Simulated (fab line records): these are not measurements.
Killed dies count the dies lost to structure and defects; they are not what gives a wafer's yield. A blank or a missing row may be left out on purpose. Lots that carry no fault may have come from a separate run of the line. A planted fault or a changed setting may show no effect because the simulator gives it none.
Check of tool commonality -- flow nandHarc -- Sampled: 14 lots, 42 wafers

## WHY THIS WAS OPENED
On 2 of the 14 lots, a flag is raised at NHARC_A_M0_CD_MEAS_09 on the reading cdNm. Fault-free wafers read 79.6 nm, with a standard deviation of 0.77.
Rule: a lot is flagged in two cases, either no wafer of it has a number, or all its wafers with numbers fall more than 4 standard deviations from that mean. The other lots count as sound.

lot,measured,on,"cdNm (nm), wafer by wafer",flag
L840,day 17 19:15,cdSem-01,78.9 78.9 78.4,
L841,day 18 04:49,cdSem-02,80.2 79.1 79.4,
L837,day 18 07:19,cdSem-02,79.8 80.3 80.3,
L839,day 18 14:58,cdSem-03,78.9 79.4 79.9,
L842,day 18 22:44,cdSem-03,79.3 79.6 77.8,
L845,day 19 07:57,cdSem-02,80.4 79.9 80.0,
L844,day 19 13:59,cdSem-03,78.5 79.2 79.0,
L846,day 19 18:06,cdSem-01,80.1 79.0 79.2,
L843,day 19 18:37,cdSem-01,79.3 78.9 79.7,
L847,day 20 07:47,cdSem-01,78.8 78.6 77.3,
L851,day 20 07:56,cdSem-03,79.5 79.0 79.3,
L852,day 21 18:13,cdSem-01,41.2 41.0 41.6,FLAGGED
L859,day 22 18:20,cdSem-02,79.1 80.0 80.1,
L858,day 23 01:54,cdSem-02,51.8 51.0 50.9,FLAGGED
Average over the flagged lots: 46.2 nm; offset from the usual -33.3 nm, equal to -43 standard deviations.

## EACH LOT AND THE TOOL IT RAN ON
The record holds 2 process steps before the reading, out of a route of 1159 steps. Every cell lists first the tool, next ch and the chambers used by the sampled wafers, and last the start.
lot,flag,NHARC_A_BLC_ETCH_16,NHARC_A_M0_EXPOSE_06
L840,,"rieDiel-02 ch 0,1,2, day 17 15:28","arfiScanner-03 ch 0, day 17 19:07"
L841,,"rieDiel-04 ch 1,2,3, day 17 21:11","arfiScanner-01 ch 0, day 18 04:40"
L837,,"rieDiel-04 ch 0,2, day 18 03:17","arfiScanner-01 ch 0, day 18 07:11"
L839,,"rieDiel-04 ch 0,2,3, day 18 05:31","arfiScanner-02 ch 0, day 18 14:49"
L842,,"rieDiel-04 ch 1,2, day 18 15:23","arfiScanner-03 ch 0, day 18 22:36"
L845,,"rieDiel-04 ch 0,1,3, day 19 02:12","arfiScanner-01 ch 0, day 19 07:49"
L844,,"rieDiel-02 ch 0,2,3, day 19 08:26","arfiScanner-01 ch 0, day 19 13:51"
L846,,"rieDiel-04 ch 0,1,2, day 19 14:20","arfiScanner-03 ch 0, day 19 17:58"
L843,,"rieDiel-02 ch 0,2, day 19 14:47","arfiScanner-01 ch 0, day 19 18:28"
L847,,"rieDiel-04 ch 1,2,3, day 20 02:25","arfiScanner-03 ch 0, day 20 07:38"
L851,,"rieDiel-04 ch 0,2, day 20 03:10","arfiScanner-02 ch 0, day 20 07:47"
L852,FLAGGED,"rieDiel-02 ch 1,2,3, day 21 14:11","arfiScanner-02 ch 0, day 21 18:04"
L859,,"rieDiel-04 ch 2,3, day 22 13:29","arfiScanner-01 ch 0, day 22 18:12"
L858,FLAGGED,"rieDiel-04 ch 0,1,2, day 22 22:00","arfiScanner-02 ch 0, day 23 01:46"
These steps, and what they do:
- NHARC_A_BLC_ETCH_16: etches the open film in CF4, target depth 39 nm, time 65 s.
- NHARC_A_M0_EXPOSE_06: exposes mask A M0, target cd 80 nm.
- NHARC_A_M0_CD_MEAS_09: target cd 80 nm.

## FLAGGED OVER TOTAL, TOOL BY TOOL (the gauges that took the reading come last)
step,tool,lots run,flagged,share of the flagged lots,sound lots run after its first flagged lot
NHARC_A_BLC_ETCH_16,rieDiel-02,4,1,some,0
NHARC_A_BLC_ETCH_16,rieDiel-04,10,1,some,0
NHARC_A_M0_EXPOSE_06,arfiScanner-01,6,0,none,-
NHARC_A_M0_EXPOSE_06,arfiScanner-02,4,2,all,0
NHARC_A_M0_EXPOSE_06,arfiScanner-03,4,0,none,-
NHARC_A_M0_CD_MEAS_09,cdSem-01,5,1,some,0
NHARC_A_M0_CD_MEAS_09,cdSem-02,5,1,some,0
NHARC_A_M0_CD_MEAS_09,cdSem-03,4,0,none,-

## WHAT THE TABLE PERMITS
All flagged lots share 1 row of the table, namely arfiScanner-02 at NHARC_A_M0_EXPOSE_06.
- arfiScanner-02 at NHARC_A_M0_EXPOSE_06: 2 of its 4 lots flagged. Its last sound lot is L851 (day 20 07:47), its first flagged lot L852 (day 21 18:04): a fault that began between those two fits. Its own readings (exposureDoseMJCm2) fall more than 4 standard deviations out on all wafers of the flagged lots.
Just one tool remains: arfiScanner-02 at NHARC_A_M0_EXPOSE_06.

## WHAT THE SIMULATOR HAD INSERTED
Process parameters drifting: arfiScanner-02 at NHARC_A_M0_EXPOSE_06, beginning at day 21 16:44. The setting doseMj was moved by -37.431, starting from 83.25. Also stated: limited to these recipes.
Struck lots among those shown: L852, L858. This agrees with what the rule above found.
